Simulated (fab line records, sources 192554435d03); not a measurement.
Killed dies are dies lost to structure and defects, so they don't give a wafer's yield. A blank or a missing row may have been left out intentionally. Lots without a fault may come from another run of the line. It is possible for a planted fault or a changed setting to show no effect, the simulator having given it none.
Which tool is to blame?	flow n5_finfet	route of 1938 steps, sampled at 1 step: 22 lots, 66 wafers

## WHAT THE GAUGES SHOWED, per wafer
N5_WELL_APT_INSPECT_10: inspects for defects (macro). Usual: raw_defect_count 2.1, standard deviation 1.7.
lot	measured	on	raw_defect_count	flag
L074	day 1 13:48	defect_inspect-02	2 2 0	
L075	day 1 20:15	defect_inspect-01	2 2 5	
L077	day 2 07:49	defect_inspect-01	2 2 7	
L078	day 2 13:55	defect_inspect-02	0 2 2	
L079	day 2 19:46	defect_inspect-01	1 2 1	
L080	day 3 01:53	defect_inspect-01	2 2 3	
L081	day 3 07:52	defect_inspect-01	2 2 3	
L082	day 3 13:52	defect_inspect-02	1 0 1	
L083	day 3 20:00	defect_inspect-01	1 1 0	
L084	day 4 01:55	defect_inspect-02	4 2 0	
L085	day 4 07:58	defect_inspect-01	2 3 2	
L086	day 4 13:46	defect_inspect-02	0 5 1	
L087	day 4 20:11	defect_inspect-01	3 0 1	
L088	day 5 01:44	defect_inspect-01	0 6 0	
L089	day 5 07:44	defect_inspect-01	2 0 2	
L090	day 5 13:58	defect_inspect-02	4 1 1	
L091	day 5 19:52	defect_inspect-01	4 3 4	
L092	day 6 01:52	defect_inspect-02	3 4 2	
L093	day 6 07:37	defect_inspect-02	3 0 5	
L094	day 6 13:44	defect_inspect-01	6 1 2	
L096	day 7 02:25	defect_inspect-02	2 3 1	
L097	day 7 07:44	defect_inspect-02	3 1 5	

## TOOL THAT RAN EACH LOT (tool first, then ch and the chambers of the sampled wafers, then the start)
No process step before these readings appears in the record.

## WHAT THE TOOLS THEMSELVES READ (means of the sampled wafers that have a number; where no wafer has one, the mark that the record gives instead)
The record holds no such reading with a usual standard deviation.

## THE ANSWER, worked out from the rows above alone
Rule: a lot is off if the mean of its wafers that have a number lies more than 3 standard deviations from the usual mean. A lot without any number at a reading at which 4 lots or more have one is off too. Any other lot the step has rows for is counted as sound. Order of review: gauges by route order, followed by the tools' own readings, for which a lot's mean as printed above is used. At the first step where some lot is off, the reading lying furthest off is the one used; lots without a number count as furthest.
Across all readings shown, no lot is off: no conclusion can be drawn from this.

## WHAT THE SIMULATOR PUT IN
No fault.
